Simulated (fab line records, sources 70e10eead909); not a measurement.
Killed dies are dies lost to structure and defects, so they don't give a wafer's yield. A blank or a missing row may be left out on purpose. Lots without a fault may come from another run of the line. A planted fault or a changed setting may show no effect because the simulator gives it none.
fab line records | flow nand_harc
record lots=24 wafers=72 last_day=33
route steps=1302 shown A_STAIRCASE@682
lots that met no fault: from a run of the same line without faults
start_h: hours from the record's first day to the start of the lot's first wafer shown | wait_h: hours since the lot's step before | " the same as in the row above | L1.1+2: a row that stands for several wafers | - no value, or no start given | * or withheld: withheld | < > ~ a bound
route shown NAME@n: a module of which the file shows steps, and the number in the route of the first | usual: mean/standard deviation of fault-free wafers | same: alike in all rows | chamber/n: place in a boat | sites: the reading at each site | _std_site: their standard deviation | _edge_site: outer sites' mean less inner sites' | radius_mm: how far each site lies from the wafer's centre | mask NAME#n: copy n | behind: the tool/chamber that last shaped the wafer | hold: why the lot was held/for how many hours/how that ended | device: the transistor (n, p or np) that didn't switch | end of line: the same wafers' tests at the end of the route | a step without rows: its recipe alone | killed: dies lost to structure and defects at the first sort, not the wafer's yield | map: a wafer's dies, x killed, . not, _ none there
set.NAME: the setting as run; set.NAME@STEP: as run at that earlier step | model.NAME: the simulator's own value behind a step, which no gauge read
steps of the route over a sample of lots; a table a step, a row a wafer
services: from which hour (start_h, from the record's first day; less than 0 if before it) a tool's chamber was out of use, for how many hours, and why
## steps
# step NHARC_A_STAIRCASE_ETCH_25
# recipe target_depth_a=1000 time_s=40.5 ion_energy_ev=400 c4f8_flow_sccm=20 o2_flow_sccm=10 ar_flow_sccm=withheld rf_w=600 bias_w=1000 chemistry=C4F8/O2
# usual oes_product_au=0.942/0.012 rf_vpp_V=896/6.8
# same time_s=40.5
# columns lot.wafer tool chamber start_h wait_h oes_product_au rf_hours_counter_h rf_vpp_V
L074.1 rie_diel-03 2 - - 0.933 24 887
L074.2 " 0 " " 0.936 27 903
L074.5 " 2 " " 0.930 - 887
L075.1 rie_diel-03 2 - - 0.951 26 887
L075.3 " 1 " " 0.942 30 890
L075.6 " 3 " " 0.930 - 897
L076.4 rie_diel-10 1 - - 0.942 35 889
L076.2 " 2 " " 0.944 40 897
L076.5 " 0 " " 0.948 - 895
L077.1 rie_diel-10 3 - - 0.948 43 887
L077.3 " 1 " " 0.923 39 888
L077.5 " 0 " " 0.942 - 893
L078.1 rie_diel-08 1 - - 0.943 3 900
L078.2 " 3 " " 0.941 2 889
L078.5 " 1 " " 0.942 - 900
L079.2 rie_diel-03 3 - - 0.937 41 897
L079.1 " 0 " " 0.929 48 902
L079.5 " 1 " " 0.929 - 888
L080.1 rie_diel-03 2 - - 0.940 44 886
L080.3 " 0 " " 0.942 48 902
L080.5 " 2 " " 0.941 - 885
L081.3 rie_diel-08 2 - - 0.960 16 901
L081.4 " 3 " " 0.961 16 886
L081.6 " 3 " " 0.966 - 888
L082.2 rie_diel-08 0 - - 0.940 27 902
L082.4 " 3 " " 0.957 24 887
L082.6 " 0 " " 0.931 - 901
L083.1 rie_diel-10 0 - - 0.959 12 893
L083.3 " 1 " " 0.946 9 886
L083.2 " 2 " " 0.953 11 894
L085.2 rie_diel-08 0 - - 0.937 32 902
L085.1 " 3 " " 0.946 28 886
L085.6 " 1 " " 0.944 - 899
L086.1 rie_diel-10 3 - - 0.928 17 905
L086.2 " 0 " " 0.933 15 893
L086.5 " 1 " " 0.930 - 888
L084.3 rie_diel-10 0 - - 0.944 18 892
L084.2 " 2 " " 0.953 16 896
L084.6 " 0 " " 0.947 - 892
L087.1 rie_diel-03 0 - - 0.950 9 903
L087.6 " 2 " " 0.960 - 906
L087.4 " 3 " " 0.940 - 895
L088.2 rie_diel-08 0 - - 0.914 44 900
L088.3 " 1 " " 0.917 43 900
L088.5 " 3 " " 0.925 - 886
L091.1 rie_diel-03 3 - - 0.945 18 896
L091.6 " 2 " " 0.944 - 906
L091.5 " 3 " " 0.944 - 895
L089.2 rie_diel-10 0 - - 0.971 32 891
L089.3 " 1 " " 0.945 29 888
L089.5 " 0 " " 0.963 - 892
L092.1 rie_diel-10 3 - - 0.956 37 905
L092.5 " 0 " " 0.947 - 891
L092.6 " 1 " " 0.944 - 886
L090.3 rie_diel-08 3 - - 0.957 46 888
L090.2 " 0 " " 0.949 48 900
L090.5 " 2 " " 0.966 - 900
L093.1 rie_diel-03 1 - - 0.923 18 889
L093.3 " 2 " " 0.930 27 906
L093.2 " 3 " " 0.932 32 895
L094.2 rie_diel-03 0 - - 0.926 35 901
L094.5 " 2 " " 0.929 - 905
L094.4 " 1 " " 0.911 - 888
L095.3 rie_diel-03 2 - - 0.945 36 906
L095.4 " 3 " " 0.939 39 895
L095.6 " 2 " " 0.938 - 905
L096.1 rie_diel-10 2 - - 0.939 54 894
L096.3 " 0 " " 0.958 52 892
L096.6 " 3 " " 0.950 - 905
L097.2 rie_diel-03 1 - - 0.946 30 887
L097.1 " 3 " " 0.945 42 895
L097.6 " 0 " " 0.955 - 901
# step NHARC_A_STAIRCASE_ETCH_197
# recipe target_depth_a=1000 time_s=40.5 ion_energy_ev=400 c4f8_flow_sccm=20 o2_flow_sccm=10 ar_flow_sccm=withheld rf_w=600 bias_w=1000 chemistry=C4F8/O2
# usual oes_product_au=0.948/0.017 rf_vpp_V=896/6.7
# same time_s=40.5
# columns lot.wafer tool chamber start_h wait_h oes_product_au rf_hours_counter_h rf_vpp_V
L074.2 rie_diel-08 3 - - 0.948 49 887
L074.1 " 0 " " 0.953 47 903
L074.5 " 3 " " 0.947 - 887
L075.3 rie_diel-10 3 - - 0.942 42 886
L075.1 " 1 " " 0.943 37 888
L075.6 " 0 " " 0.941 - 893
L076.4 rie_diel-03 2 - - 0.935 29 885
L076.2 " 3 " " 0.928 28 896
L076.5 " 1 " " 0.943 - 887
L077.1 rie_diel-08 1 - - 0.944 0 900
L077.3 " 3 " " 0.943 1 887
L077.5 " 3 " " 0.948 - 889
L078.1 rie_diel-08 2 - - 0.942 5 901
L078.2 " 3 " " 0.947 6 887
L078.5 " 2 " " 0.948 - 901
L079.1 rie_diel-03 3 - - 0.929 42 897
L079.2 " 1 " " 0.933 44 887
L079.5 " 1 " " 0.938 - 888
L080.3 rie_diel-10 3 - - 0.981 61 885
L080.1 " 0 " " 0.963 57 892
L080.5 " 0 " " 0.947 - 893
L081.3 rie_diel-08 2 - - 0.923 18 900
L081.4 " 0 " " 0.920 24 900
L081.6 " 2 " " 0.926 - 901
L082.2 rie_diel-03 3 - - 0.936 54 896
L082.6 " 2 " " 0.968 - 886
L082.4 " 0 " " 0.951 - 903
L083.1 rie_diel-10 3 - - 0.938 16 905
L083.3 " 0 " " 0.955 14 891
L083.2 " 2 " " 0.942 12 897
L085.1 rie_diel-10 0 - - 0.942 17 893
L085.2 " 2 " " 0.938 15 896
L085.6 " 0 " " 0.945 - 894
L086.1 rie_diel-10 0 - - 0.968 17 892
L086.2 " 2 " " 0.975 16 897
L086.5 " 3 " " 0.971 - 906
L084.3 rie_diel-08 0 - - 0.950 36 901
L084.2 " 1 " " 0.949 36 898
L084.6 " 3 " " 0.962 - 887
L087.1 rie_diel-10 0 - - 0.937 25 892
L087.4 " 1 " " 0.945 22 887
L087.6 " 0 " " 0.933 - 894
L088.2 rie_diel-08 3 - - 0.957 42 887
L088.3 " 0 " " 0.937 44 901
L088.5 " 3 " " 0.949 - 887
L091.1 rie_diel-03 2 - - 0.948 16 908
L091.5 " 1 " " 0.937 - 888
L091.6 " 2 " " 0.951 - 904
L089.3 rie_diel-03 2 - - 0.955 17 905
L089.2 " 3 " " 0.939 20 896
L089.5 " 2 " " 0.951 - 905
L092.1 rie_diel-03 0 - - 0.929 25 902
L092.6 " 2 " " 0.931 - 905
L092.5 " 3 " " 0.942 - 896
L090.3 rie_diel-08 0 - - 0.936 49 902
L090.2 " 2 " " 0.979 46 901
L090.5 " 0 " " 0.922 - 900
L093.2 rie_diel-03 2 - - 0.950 29 904
L093.1 " 3 " " 0.947 34 896
L093.3 " 0 " " 0.935 31 901
L094.4 rie_diel-10 1 - - 0.952 45 888
L094.2 " 2 " " 0.952 51 895
L094.5 " 3 " " 0.980 - 904
L095.3 rie_diel-03 1 - - 0.929 28 889
L095.4 " 3 " " 0.927 40 894
L095.6 " 2 " " 0.923 - 906
L096.3 rie_diel-08 3 - - 0.968 5 905
L096.1 " 1 " " 0.970 3 899
L096.6 " 2 " " 0.990 - 900
L097.2 rie_diel-10 3 - - 0.969 62 904
L097.1 " 1 " " 0.972 53 888
L097.6 " 3 " " 0.966 - 904
# step NHARC_A_STAIRCASE_TRIM_200
# recipe time_s=211.2 o2_flow_sccm=500 ar_flow_sccm=0 bias_w=0 chemistry=O2
# usual drypump_motor_current_A=5.7/0.36 oes_product_au=0.997/0.01 rf_vpp_V=57.8/0.96 showerhead_plenum_p_Torr=3.53/0.18 throttle_valve_pct=17.037/0.0083
# same time_s=211.2
# columns lot.wafer tool chamber start_h wait_h drypump_motor_current_A oes_product_au rf_hours_counter_h rf_vpp_V showerhead_plenum_p_Torr throttle_valve_pct
L074.2 rie_diel-08 3 - - 6.3 0.995 50 56.5 3.31 17.039
L074.1 " 0 " " 5.9 1.006 47 58.7 3.68 17.029
L074.5 " 1 " " 5.9 0.998 - 58.1 3.65 17.034
L075.1 rie_diel-10 1 - - 6.0 0.999 37 56.9 3.33 17.037
L075.3 " 2 " " 5.1 0.982 42 56.0 3.54 17.043
L075.6 " 0 " " 5.3 0.996 - 58.1 3.45 17.038
L076.2 rie_diel-03 2 - - 5.6 0.989 29 57.3 3.28 17.026
L076.4 " 3 " " 5.6 0.984 28 58.1 3.54 17.050
L076.5 " 1 " " 6.3 0.981 - 55.7 3.32 17.036
L077.3 rie_diel-08 3 - - 6.3 0.997 1 56.8 3.31 17.021
L077.1 " 1 " " 5.8 1.000 1 59.5 3.64 17.019
L077.5 " 1 " " 5.9 1.007 - 57.5 3.64 17.023
L078.1 rie_diel-08 2 - - 5.8 1.010 5 59.4 3.66 17.035
L078.2 " 3 " " 6.3 1.005 6 57.4 3.31 17.051
L078.5 " 1 " " 5.9 0.985 - 58.5 3.64 17.045
L079.2 rie_diel-03 1 - - 6.3 0.989 44 57.8 3.31 17.043
L079.1 " 3 " " 5.6 0.987 43 60.1 3.53 17.047
L079.5 " 2 " " 5.7 0.993 - 56.9 3.27 17.047
L080.3 rie_diel-10 2 - - 5.1 0.988 59 58.1 3.53 17.034
L080.1 " 3 " " 5.5 1.004 61 58.2 3.26 17.040
L080.5 " 2 " " 5.1 0.996 - 57.8 3.53 17.032
L081.3 rie_diel-08 3 - - 6.3 1.000 20 57.7 3.30 17.040
L081.4 " 0 " " 5.9 0.988 24 57.5 3.67 17.035
L081.6 " 3 " " 6.3 0.997 - 57.6 3.30 17.027
L082.2 rie_diel-03 3 - - 5.6 0.973 54 57.6 3.52 17.031
L082.4 " 0 " " 5.5 0.997 - 58.6 3.71 17.036
L082.6 " 2 " " 5.7 0.989 - 58.3 3.26 17.048
L083.3 rie_diel-10 2 - - 5.1 0.997 12 57.7 3.52 17.045
L083.2 " 3 " " 5.5 0.998 16 58.2 3.80 17.040
L083.1 " 1 " " 6.0 1.004 11 57.4 3.31 17.034
L085.1 rie_diel-10 3 - - 5.5 0.985 19 57.9 3.80 17.036
L085.2 " 2 " " 5.1 0.996 16 57.0 3.52 17.054
L085.6 " 0 " " 5.2 0.992 - 57.0 3.43 17.041
L086.2 rie_diel-10 2 - - 5.1 0.983 16 57.3 3.52 17.040
L086.1 " 3 " " 5.5 0.994 19 59.4 3.80 17.023
L086.5 " 1 " " 6.0 0.995 - 57.1 3.31 17.031
L084.2 rie_diel-08 3 - - 6.3 1.005 32 55.7 3.29 17.038
L084.3 " 1 " " 5.9 1.003 36 56.9 3.63 17.017
L084.6 " 0 " " 5.9 0.998 - 59.4 3.66 17.036
L087.1 rie_diel-10 1 - - 6.0 0.997 23 57.9 3.31 17.056
L087.4 " 2 " " 5.1 0.990 26 57.4 3.51 17.034
L087.6 " 2 " " 5.1 0.991 - 57.6 3.51 17.020
L088.3 rie_diel-08 0 - - 5.8 0.992 44 57.4 3.66 17.018
L088.2 " 1 " " 5.9 0.986 44 56.7 3.62 17.039
L088.5 " 2 " " 5.8 1.024 - 58.0 3.64 17.040
L091.1 rie_diel-03 3 - - 5.6 1.001 19 57.9 3.51 17.033
L091.5 " 3 " " 5.6 0.998 - 56.7 3.51 17.031
L091.6 " 0 " " 5.5 1.004 - 58.0 3.70 17.038
L089.3 rie_diel-03 1 - - 6.3 0.983 10 58.1 3.30 17.033
L089.2 " 3 " " 5.6 1.006 20 57.7 3.51 17.045
L089.5 " 1 " " 6.3 0.985 - 56.8 3.30 17.032
L092.1 rie_diel-03 0 - - 5.6 1.001 25 58.4 3.69 17.041
L092.5 " 1 " " 6.3 0.977 - 56.4 3.30 17.038
L092.6 " 2 " " 5.7 0.992 - 59.8 3.80 17.042
L090.3 rie_diel-08 2 - - 5.7 1.029 46 57.5 3.63 17.030
L090.2 " 0 " " 5.8 1.006 49 59.2 3.65 17.050
L090.5 " 1 " " 5.9 0.989 - 57.8 3.62 17.034
L093.1 rie_diel-03 2 - - 5.6 0.997 30 58.8 3.79 17.034
L093.2 " 3 " " 5.6 0.983 34 57.3 3.50 17.037
L093.3 " 1 " " 6.3 0.986 20 57.6 3.30 17.030
L094.2 rie_diel-10 3 - - 5.5 0.994 55 58.7 3.78 17.039
L094.4 " 1 " " 6.0 0.992 45 57.2 3.30 17.032
L094.5 " 3 " " 5.5 0.991 - 57.2 3.78 17.033
L095.4 rie_diel-03 2 - - 5.7 0.992 37 59.7 3.79 17.031
L095.3 " 3 " " 5.6 1.002 40 57.5 3.50 17.032
L095.6 " 1 " " 6.3 0.991 - 56.3 3.29 17.023
L096.1 rie_diel-08 3 - - 6.3 1.003 5 59.1 3.81 17.039
L096.3 " 0 " " 5.8 1.008 4 57.9 3.65 17.042
L096.6 " 3 " " 6.3 1.004 - 58.8 3.81 17.028
L097.2 rie_diel-10 3 - - 5.5 1.000 63 58.5 3.77 17.049
L097.1 " 1 " " 6.0 0.994 53 57.8 3.29 17.053
L097.6 " 0 " " 5.2 1.016 - 57.2 3.41 17.048
# step NHARC_A_STAIRCASE_DESCUM_219
# recipe time_s=3 o2_flow_sccm=200 ar_flow_sccm=0 bias_power_w=0 chemistry=O2
# usual drypump_motor_current_A=5.7/0.34 oes_product_au=0.999/0.011 rf_vpp_V=57.9/0.93 showerhead_plenum_p_Torr=1.92/0.095 throttle_valve_pct=11.311/0.0096
# same time_s=3
# columns lot.wafer tool chamber start_h wait_h drypump_motor_current_A oes_product_au rf_hours_counter_h rf_vpp_V showerhead_plenum_p_Torr throttle_valve_pct
L074.1 rie_diel-08 1 362.74 - 5.8 1.003 55 58.9 1.98 11.289
L074.2 " 3 " " 6.3 1.003 50 57.3 1.79 11.330
L074.5 " 1 " " 5.8 0.998 - 58.9 1.98 11.304
L075.1 rie_diel-03 0 377.65 - 5.5 0.977 34 57.1 2.03 11.323
L075.3 " 1 " " 6.3 0.999 34 58.6 1.79 11.320
L075.6 " 2 " " 5.6 0.989 - 56.9 1.77 11.307
L076.4 rie_diel-10 3 378.21 - 5.5 1.008 43 57.7 1.76 11.323
L076.2 " 0 " " 5.2 1.000 39 56.6 1.87 11.326
L076.5 " 3 " " 5.5 1.012 - 59.1 1.76 11.314
L077.1 rie_diel-08 1 384.85 - 5.8 1.003 1 58.6 1.98 11.317
L077.3 " 3 " " 6.3 1.000 1 56.5 1.79 11.303
L077.5 " 1 " " 5.9 1.000 - 57.9 1.98 11.309
L078.1 rie_diel-08 1 399.93 - 5.9 0.985 10 58.6 1.98 11.317
L078.2 " 2 " " 5.7 1.008 6 57.7 1.99 11.315
L078.5 " 0 " " 5.8 1.005 - 59.0 2.00 11.297
L079.1 rie_diel-08 0 417.69 - 5.9 0.989 16 56.6 2.00 11.311
L079.2 " 3 " " 6.3 1.001 12 57.4 1.78 11.309
L079.5 " 0 " " 5.8 0.994 - 59.8 2.00 11.333
L080.1 rie_diel-10 3 418.24 - 5.5 1.003 62 57.0 1.76 11.280
L080.3 " 0 " " 5.2 1.007 57 57.9 1.86 11.303
L080.5 " 0 " " 5.2 1.006 - 58.3 1.86 11.320
L081.3 rie_diel-08 0 436.72 - 5.8 0.990 25 58.6 1.99 11.313
L081.4 " 2 " " 5.8 1.010 18 58.0 1.98 11.300
L081.6 " 1 " " 5.9 0.998 - 58.3 1.97 11.303
L082.2 rie_diel-03 0 454.11 - 5.5 0.987 60 58.2 2.02 11.303
L082.6 " 2 " " 5.7 0.990 - 55.9 1.76 11.304
L082.4 " 0 " " 5.5 0.996 - 58.9 2.02 11.308
L083.3 rie_diel-03 3 467.69 - 5.6 1.001 0 60.4 1.91 11.306
L083.2 " 0 " " 5.5 1.004 0 59.6 2.02 11.313
L083.1 " 1 " " 6.3 0.993 0 57.5 1.78 11.305
L085.1 rie_diel-03 0 472.79 - 5.5 0.995 2 56.7 2.02 11.312
L085.2 " 3 " " 5.6 1.001 2 58.3 1.91 11.316
L085.6 " 0 " " 5.5 0.992 - 57.8 2.02 11.317
L086.2 rie_diel-08 1 473.78 - 5.9 0.989 34 58.2 1.97 11.309
L086.1 " 3 " " 6.3 1.010 30 58.5 1.78 11.300
L086.5 " 1 " " 5.9 1.004 - 58.5 1.97 11.309
L084.3 rie_diel-08 1 478.90 - 5.9 0.988 36 57.1 1.97 11.317
L084.2 " 3 " " 6.3 1.007 32 57.5 1.78 11.322
L084.6 " 1 " " 5.9 0.989 - 59.4 1.97 11.319
L087.4 rie_diel-08 0 491.02 - 5.9 0.991 39 57.2 1.99 11.317
L087.1 " 1 " " 5.9 0.996 39 58.3 1.97 11.313
L087.6 " 1 " " 5.9 0.994 - 57.8 1.97 11.310
L088.2 rie_diel-10 0 512.29 - 5.2 1.008 30 56.8 1.85 11.311
L088.3 " 1 " " 6.0 1.005 27 57.1 1.78 11.313
L088.5 " 3 " " 5.5 1.003 - 58.3 2.07 11.315
L091.1 rie_diel-08 2 519.93 - 5.8 1.028 43 58.2 1.98 11.304
L091.5 " 1 " " 5.9 0.993 - 59.0 1.97 11.323
L091.6 " 2 " " 5.7 1.022 - 58.6 1.98 11.324
L089.2 rie_diel-10 1 527.71 - 6.0 1.005 32 57.3 1.78 11.319
L089.3 " 3 " " 5.5 0.998 38 57.4 2.06 11.316
L089.5 " 1 " " 6.0 0.995 - 57.8 1.78 11.296
L092.1 rie_diel-10 1 531.74 - 6.0 0.992 33 57.0 1.78 11.305
L092.5 " 2 " " 5.1 0.985 - 57.6 1.90 11.320
L092.6 " 3 " " 5.5 0.990 - 59.3 2.06 11.310
L090.3 rie_diel-08 2 531.98 - 5.7 1.024 47 58.4 1.97 11.309
L090.2 " 3 " " 6.3 0.992 48 57.5 1.77 11.322
L090.5 " 2 " " 5.8 1.020 - 57.9 1.97 11.307
L093.3 rie_diel-03 1 550.02 - 6.3 0.991 21 57.4 1.78 11.312
L093.2 " 2 " " 5.7 1.009 30 58.2 2.07 11.312
L093.1 " 3 " " 5.6 0.992 35 57.4 1.90 11.319
L094.2 rie_diel-10 1 562.43 - 6.0 1.000 46 56.5 1.78 11.333
L094.4 " 3 " " 5.5 1.001 55 57.4 2.06 11.299
L094.5 " 2 " " 5.1 1.003 - 58.0 1.90 11.318
L095.4 rie_diel-10 2 579.21 - 5.1 1.003 56 56.4 1.90 11.307
L095.3 " 1 " " 6.0 1.015 52 56.9 1.78 11.321
L095.6 " 2 " " 5.1 1.003 - 58.3 1.90 11.312
L096.1 rie_diel-10 1 579.73 - 6.0 0.993 52 58.4 1.78 11.314
L096.3 " 2 " " 5.1 0.993 56 58.6 1.90 11.283
L096.6 " 3 " " 5.5 0.993 - 59.6 2.06 11.300
L097.1 rie_diel-08 1 589.10 - 5.9 0.996 7 58.0 1.96 11.329
L097.2 " 2 " " 5.8 1.016 7 58.6 1.97 11.319
L097.6 " 2 " " 5.7 1.014 - 58.2 1.97 11.311
# step NHARC_A_STAIRCASE_TRIM_222
# recipe time_s=211.2 o2_flow_sccm=500 ar_flow_sccm=0 bias_w=0 chemistry=O2
# usual drypump_motor_current_A=5.7/0.35 oes_product_au=1.000/0.011 rf_vpp_V=57.7/0.85 showerhead_plenum_p_Torr=3.54/0.17 throttle_valve_pct=17.036/0.009
# same time_s=211.2
# columns lot.wafer tool chamber start_h wait_h drypump_motor_current_A oes_product_au rf_hours_counter_h rf_vpp_V showerhead_plenum_p_Torr throttle_valve_pct
L074.2 rie_diel-08 1 - - 5.9 1.000 56 57.9 3.65 17.041
L074.1 " 3 " " 6.3 0.997 50 57.2 3.31 17.052
L074.5 " 0 " " 5.9 1.000 - 58.1 3.68 17.047
L076.2 rie_diel-10 1 - - 6.0 0.999 39 57.9 3.33 17.036
L076.4 " 2 " " 5.1 1.005 43 57.3 3.54 17.030
L076.5 " 3 " " 5.5 1.005 - 57.7 3.27 17.042
L075.3 rie_diel-03 1 - - 6.3 0.989 35 56.5 3.32 17.029
L075.1 " 2 " " 5.7 0.998 31 57.7 3.28 17.030
L075.6 " 0 " " 5.6 0.988 - 57.4 3.72 17.051
L077.3 rie_diel-08 3 - - 6.3 1.006 1 57.8 3.31 17.045
L077.1 " 1 " " 5.9 0.996 1 58.3 3.64 17.029
L077.5 " 1 " " 5.9 0.987 - 57.7 3.64 17.034
L078.1 rie_diel-08 3 - - 6.3 1.007 7 57.8 3.31 17.040
L078.2 " 0 " " 5.9 1.003 9 58.9 3.67 17.029
L078.5 " 2 " " 5.8 1.020 - 57.7 3.65 17.039
L079.2 rie_diel-08 2 - - 5.8 1.014 11 57.9 3.65 17.034
L079.1 " 3 " " 6.3 1.006 12 55.3 3.31 17.046
L079.5 " 0 " " 5.8 0.982 - 58.9 3.67 17.048
L080.3 rie_diel-10 3 - - 5.5 1.001 62 56.4 3.26 17.035
L080.1 " 0 " " 5.2 0.993 57 57.8 3.44 17.038
L080.5 " 1 " " 6.0 0.986 - 57.0 3.32 17.039
L081.3 rie_diel-08 2 - - 5.8 1.010 18 59.1 3.65 17.045
L081.4 " 3 " " 6.3 1.004 21 57.9 3.30 17.027
L081.6 " 2 " " 5.7 1.016 - 59.6 3.65 17.029
L082.2 rie_diel-03 0 - - 5.5 0.999 60 57.3 3.71 17.035
L082.4 " 2 " " 5.7 0.995 - 57.8 3.26 17.034
L082.6 " 3 " " 5.6 0.968 - 59.5 3.52 17.028
L083.2 rie_diel-03 3 - - 5.6 1.002 0 57.7 3.52 17.029
L083.1 " 0 " " 5.5 0.995 0 58.0 3.71 17.045
L083.3 " 1 " " 6.3 1.003 0 57.4 3.31 17.049
L085.1 rie_diel-03 3 - - 5.6 0.997 3 58.3 3.52 17.040
L085.2 " 0 " " 5.5 0.996 3 57.1 3.70 17.043
L085.6 " 0 " " 5.5 1.001 - 58.6 3.70 17.030
L086.1 rie_diel-08 0 - - 5.9 0.994 34 57.3 3.66 17.027
L086.2 " 1 " " 5.9 0.997 35 57.8 3.63 17.039
L086.5 " 0 " " 5.9 1.000 - 57.8 3.66 17.026
L084.2 rie_diel-08 2 - - 5.8 1.015 32 57.5 3.64 17.036
L084.3 " 0 " " 5.9 1.006 36 56.9 3.66 17.034
L084.6 " 1 " " 5.9 0.992 - 58.8 3.62 17.034
L087.4 rie_diel-08 1 - - 5.9 0.982 39 58.4 3.62 17.023
L087.1 " 2 " " 5.8 1.016 35 57.7 3.64 17.039
L087.6 " 0 " " 5.9 1.001 - 58.1 3.66 17.058
L088.3 rie_diel-10 0 - - 5.2 0.999 31 57.3 3.43 17.025
L088.2 " 3 " " 5.5 1.003 34 56.5 3.79 17.038
L088.5 " 1 " " 6.0 1.004 - 57.2 3.31 17.021
L091.1 rie_diel-08 0 - - 5.9 0.997 46 58.2 3.65 17.044
L091.6 " 3 " " 6.3 1.001 - 55.9 3.29 17.018
L091.5 " 0 " " 5.8 0.998 - 58.4 3.65 17.034
L089.2 rie_diel-10 0 - - 5.3 1.005 36 57.4 3.42 17.020
L089.3 " 2 " " 5.1 0.985 34 57.9 3.51 17.053
L089.5 " 0 " " 5.2 1.002 - 57.3 3.42 17.035
L092.1 rie_diel-10 3 - - 5.5 0.981 40 57.5 3.78 17.022
L092.5 " 2 " " 5.1 0.992 - 58.0 3.51 17.035
L092.6 " 3 " " 5.5 0.994 - 57.6 3.79 17.023
L090.2 rie_diel-08 3 - - 6.3 1.011 48 56.6 3.29 17.063
L090.3 " 0 " " 5.9 1.000 50 58.5 3.65 17.045
L090.5 " 3 " " 6.3 0.996 - 56.5 3.29 17.031
L093.3 rie_diel-03 0 - - 5.5 0.998 32 58.7 3.69 17.031
L093.2 " 1 " " 6.3 0.986 21 57.1 3.30 17.033
L093.1 " 3 " " 5.6 0.990 35 57.9 3.50 17.028
L094.4 rie_diel-10 0 - - 5.3 1.011 50 58.0 3.42 17.040
L094.2 " 2 " " 5.1 0.997 51 57.2 3.50 17.037
L094.5 " 3 " " 5.5 0.998 - 57.8 3.78 17.053
L095.4 rie_diel-10 3 - - 5.5 1.006 61 59.1 3.77 17.028
L095.3 " 0 " " 5.2 1.014 56 57.9 3.41 17.020
L095.6 " 3 " " 5.5 1.000 - 58.4 3.77 17.044
L096.1 rie_diel-10 1 - - 6.0 0.986 52 57.2 3.29 17.032
L096.3 " 2 " " 5.1 0.992 57 56.2 3.50 17.046
L096.6 " 0 " " 5.3 1.007 - 57.8 3.41 17.040
L097.2 rie_diel-08 3 - - 6.3 1.019 7 58.0 3.81 17.043
L097.1 " 1 " " 5.9 0.994 7 57.8 3.61 17.037
L097.6 " 0 " " 5.9 1.008 - 57.1 3.64 17.031
# step NHARC_A_STAIRCASE_ETCH_232
# recipe target_depth_a=1000 time_s=40.5 ion_energy_ev=400 c4f8_flow_sccm=20 o2_flow_sccm=10 ar_flow_sccm=withheld rf_w=600 bias_w=1000 chemistry=C4F8/O2
# usual oes_product_au=0.946/0.013 rf_vpp_V=896/6.4
# same time_s=40.5
# columns lot.wafer tool chamber start_h wait_h oes_product_au rf_hours_counter_h rf_vpp_V
L074.2 rie_diel-10 2 - - 0.950 37 896
L074.1 " 3 " " 0.964 38 886
L074.5 " 3 " " 0.970 - 886
L076.4 rie_diel-10 2 - - 0.935 43 896
L076.2 " 3 " " 0.935 44 887
L076.5 " 2 " " 0.944 - 897
L075.3 rie_diel-10 2 - - 0.931 44 897
L075.1 " 0 " " 0.949 40 894
L075.6 " 2 " " 0.927 - 896
L077.1 rie_diel-08 2 - - 0.958 1 901
L077.3 " 3 " " 0.947 2 889
L077.5 " 1 " " 0.947 - 900
L078.2 rie_diel-08 3 - - 0.944 8 888
L078.1 " 0 " " 0.951 10 901
L078.5 " 3 " " 0.940 - 888
L080.1 rie_diel-10 3 - - 0.942 62 886
L080.3 " 0 " " 0.940 58 893
L080.5 " 1 " " 0.936 - 888
L079.2 rie_diel-08 3 - - 0.961 13 888
L079.1 " 1 " " 0.949 17 901
L079.5 " 3 " " 0.970 - 887
L081.4 rie_diel-03 2 - - 0.938 51 885
L081.3 " 3 " " 0.938 51 894
L081.6 " 0 " " 0.969 - 904
L082.2 rie_diel-08 2 - - 0.963 23 901
L082.4 " 3 " " 0.965 25 889
L082.6 " 0 " " 0.961 - 902
L083.1 rie_diel-10 0 - - 0.943 17 893
L083.3 " 1 " " 0.925 14 889
L083.2 " 3 " " 0.939 18 906
L085.2 rie_diel-03 3 - - 0.946 3 895
L085.1 " 2 " " 0.937 1 906
L085.6 " 0 " " 0.943 - 903
L086.2 rie_diel-08 0 - - 0.930 35 901
L086.1 " 3 " " 0.942 31 887
L086.5 " 1 " " 0.932 - 899
L084.3 rie_diel-08 0 - - 0.941 37 901
L084.2 " 1 " " 0.939 37 899
L084.6 " 2 " " 0.958 - 899
L087.1 rie_diel-03 2 - - 0.939 9 906
L087.4 " 0 " " 0.929 12 903
L087.6 " 1 " " 0.934 - 889
L088.2 rie_diel-08 0 - - 0.961 45 903
L088.3 " 2 " " 0.988 42 901
L088.5 " 0 " " 0.955 - 900
L091.1 rie_diel-08 3 - - 0.946 45 886
L091.6 " 2 " " 0.963 - 902
L091.5 " 3 " " 0.941 - 886
L089.3 rie_diel-08 3 - - 0.957 48 887
L089.2 " 0 " " 0.935 49 900
L089.5 " 3 " " 0.955 - 887
L092.1 rie_diel-10 1 - - 0.940 33 886
L092.5 " 3 " " 0.938 - 904
L092.6 " 0 " " 0.942 - 892
L090.3 rie_diel-03 1 - - 0.951 14 887
L090.2 " 2 " " 0.963 22 905
L090.5 " 1 " " 0.941 - 888
L093.2 rie_diel-03 1 - - 0.937 21 888
L093.3 " 2 " " 0.942 31 906
L093.1 " 3 " " 0.948 36 895
L094.2 rie_diel-03 3 - - 0.944 37 894
L094.4 " 1 " " 0.942 26 887
L094.5 " 2 " " 0.960 - 905
L095.4 rie_diel-03 0 - - 0.976 40 902
L095.3 " 1 " " 0.959 29 888
L095.6 " 2 " " 0.950 - 905
L096.3 rie_diel-10 0 - - 0.944 57 893
L096.1 " 2 " " 0.933 57 895
L096.6 " 0 " " 0.957 - 893
L097.2 rie_diel-03 3 - - 0.940 45 894
L097.1 " 0 " " 0.935 43 899
L097.6 " 1 " " 0.932 - 888
## services
# columns tool chamber start_h hours kind
rie_diel-08 1 345.55 2.6 repair
rie_diel-03 3 353.14 5.0 repair
rie_diel-08 0 353.49 - clean
rie_diel-08 1 353.49 - clean
rie_diel-08 2 353.49 - clean
rie_diel-08 3 353.49 - clean
rie_diel-08 - 371.69 9.0 pm
rie_diel-08 0 371.69 9.0 vent_cycle
rie_diel-08 1 371.69 9.0 vent_cycle
rie_diel-08 2 371.69 9.0 vent_cycle
rie_diel-08 3 371.69 9.0 vent_cycle
rie_diel-08 0 380.69 - clean
rie_diel-08 1 380.69 - clean
rie_diel-08 2 380.69 - clean
rie_diel-08 3 380.69 - clean
rie_diel-03 1 381.98 11.9 repair
rie_diel-08 2 382.30 3.3 repair
rie_diel-08 0 407.36 - clean
rie_diel-10 - 427.72 0.3 repair
rie_diel-03 - 442.14 0.5 repair
rie_diel-03 - 458.33 9.0 pm
rie_diel-08 - 549.09 9.0 pm
rie_diel-03 3 555.71 3.1 repair
rie_diel-03 2 586.42 7.1 repair
## key
fault none
